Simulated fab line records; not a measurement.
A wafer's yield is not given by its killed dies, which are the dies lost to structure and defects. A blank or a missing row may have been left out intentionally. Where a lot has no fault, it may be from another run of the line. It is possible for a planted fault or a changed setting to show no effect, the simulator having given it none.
Lot-split experiment | flow n5Finfet | 21 wafers read from 7 lots, route of 1938 steps

## SPLIT DETAILS
At N5_BEOL_M10_TRENCH_ETCH_37 (etches SiCOH lowk in C4F6/O2, target depth 148.83 nm, time 48 s), the setting timeS was moved away from the recipe's 48 s on 8 of the 21 wafers read, by -22.3% to +6.6%. For the rest of the wafers, this setting stayed at what the recipe calls for.

## FROM THE SPLIT TO THE READING: what the file shows between them, 12 steps
- N5_BEOL_M10_ETCH_41: etches SiCN in CH3F/O2, target depth 42.6 nm, time 86 s
- N5_BEOL_M10_STRIP_77: strips in N2/H2, time 10 s
- N5_BEOL_M10_OCD_MEAS_38
- N5_BEOL_M10_ALD_74: deposits TaN, target thk 2 nm, pulse time 2 s, purge time 3 s (also split here: aldCycles)
- N5_BEOL_M10_SURFACE_TREAT_76
- N5_BEOL_M10_CVD_75: deposits Co from CCTBA/H2, target thk 2 nm, time 138.9 s
- N5_BEOL_M10_ECD_50: material Cu, target thk 318 nm
- N5_BEOL_M10_ANNEAL_51: time 90 s
- N5_BEOL_M10_CMP_52: polishes, stops on SiCOH lowk, t overpolish 7 s, target thk 140 nm
- N5_BEOL_M10_THK_MEAS_53: measures by xrf
- N5_BEOL_M10_PRE_CLEAN_55: time 15 s
- N5_BEOL_M10_DEP_56: deposits SiCN from 3MS/NH3, target thk 15 nm, time 26.5 s

## THE READING
At N5_BEOL_M10_RS_MEAS_57, a four-point-probe measurement gives M10_RS in ohm/sq. Typical for fault-free wafers on this fab line: 0.150 ohm/sq, with standard deviation 0.0031 ohm/sq.

wafer  | tool, chamber at the split | timeS as run, s | against the recipe | M10_RS, ohm/sq | against lot-mates on the recipe
L083.1 | rieDiel-02, 3              | 37.58           | -21.7%             | 0.205          | +0.051
L083.3 | rieDiel-02, 0              | 48              | recipe             | 0.154          | -
L083.5 | rieDiel-02, 2              | 37.58           | -21.7%             | 0.201          | +0.047
L080.2 | rieDiel-04, 2              | 48              | recipe             | 0.150          | -
L080.4 | rieDiel-04, 1              | 48              | recipe             | 0.145          | -
L080.5 | rieDiel-04, 3              | 48              | recipe             | 0.152          | -
L079.1 | rieDiel-02, 0              | 48              | recipe             | 0.151          | -
L079.3 | rieDiel-02, 1              | 37.31           | -22.3%             | 0.205          | +0.054
L079.4 | rieDiel-02, 3              | 37.31           | -22.3%             | 0.204          | +0.053
L082.1 | rieDiel-02, 3              | 48              | recipe             | 0.149          | -
L082.5 | rieDiel-02, 1              | 37.99           | -20.9%             | 0.201          | +0.052
L082.6 | rieDiel-02, 2              | 37.99           | -20.9%             | 0.197          | +0.048
L094.3 | rieDiel-02, 0              | 48              | recipe             | 0.150          | -
L094.4 | rieDiel-02, 2              | 48              | recipe             | 0.154          | -
L094.6 | rieDiel-02, 1              | 51.18           | +6.6%              | 0.137          | -0.015
L092.2 | rieDiel-02, 3              | 51.09           | +6.4%              | 0.142          | -0.008
L092.4 | rieDiel-02, 1              | 48              | recipe             | 0.150          | -
L092.5 | rieDiel-02, 1              | 48              | recipe             | 0.149          | -
L096.1 | rieDiel-02, 0              | 48              | recipe             | 0.153          | -
L096.4 | rieDiel-02, 3              | 48              | recipe             | 0.151          | -
L096.6 | rieDiel-02, 2              | 48              | recipe             | 0.155          | -

FIT RESULTS
A straight line over all 21 wafers: M10_RS changes by -0.00233 ohm/sq for each +1% of timeS; r = -0.99; the points scatter about the line by 0.0027 ohm/sq.
The same after taking each lot's own level away (the mean of its wafers on the recipe; 21 wafers): -0.00231 ohm/sq for each +1%; r = -0.99; scatter 0.0025 ohm/sq.
Per that fit: largest timeS move, reading shift of 0.051 ohm/sq.
The lots' own levels span 0.1490 to 0.1540 ohm/sq, that is 1.6 times the standard deviation above.
The two slopes are in agreement: the lot-to-lot level therefore moves the slope only a little.
Check: with one of the wafers moved furthest among these (-22.3%) left out of the fit, the line predicts +0.0516 ohm/sq for it against its lot-mates. Against them it came out at +0.054 ohm/sq.

## THE OTHER SPLITS THESE WAFERS WENT THROUGH
These wafers also went through other splits before the reading. Each is held against what the fit with the lots' levels taken away leaves over:
other split on the same wafers | wafers away from the commonest value | r with M10_RS (lot level and that fit taken away)
N5_BEOL_M9_EXPOSE_08 doseMj    | 10                                   | -0.45
N5_BEOL_M10_ALD_74 aldCycles   | 8                                    | +0.16

## THE WHOLE CHAIN: every reading that the file lists as answering this split, in the file's order
step                       | what it does                                                       | reading                                                                          | change (the file's fit)                | r (the file's)
N5_BEOL_M10_TRENCH_ETCH_37 | etches SiCOH lowk in C4F6/O2, target depth 148.83 nm, time 48 s    | BEOL_M10.featureDepthNm (the simulator's own value, which no gauge read)         | +1.46 nm for each +1% of the setting   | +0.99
N5_BEOL_M10_TRENCH_ETCH_37 | etches SiCOH lowk in C4F6/O2, target depth 148.83 nm, time 48 s    | etch.depthNm (the simulator's own value, which no gauge read)                    | +1.47 nm for each +1% of the setting   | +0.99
N5_BEOL_M10_TRENCH_ETCH_37 | etches SiCOH lowk in C4F6/O2, target depth 148.83 nm, time 48 s    | TiN_of_BEOL_M10_HM_DEP_02.thkNm (the simulator's own value, which no gauge read) | -0.0414 nm for each +1% of the setting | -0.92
N5_BEOL_M10_OCD_MEAS_38    |                                                                    | trenchDepthNm                                                                    | +1.47 nm for each +1% of the setting   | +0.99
N5_BEOL_M10_CMP_52         | polishes, stops on SiCOH lowk, t overpolish 7 s, target thk 140 nm | Cu_of_BEOL_M10_ECD_50.thkNm (the simulator's own value, which no gauge read)     | +1.49 nm for each +1% of the setting   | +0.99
N5_BEOL_M10_THK_MEAS_53    | measures by xrf                                                    | M10_THK                                                                          | +1.46 for each +1% of the setting      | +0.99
N5_BEOL_M10_RS_MEAS_57     | measures by four-point-probe                                       | M10_RS                                                                           | -0.00232 for each +1% of the setting   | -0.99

## FILE'S OWN FIT
M10_RS changes by -0.00232 ohm/sq for each +1% of timeS, r = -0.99.
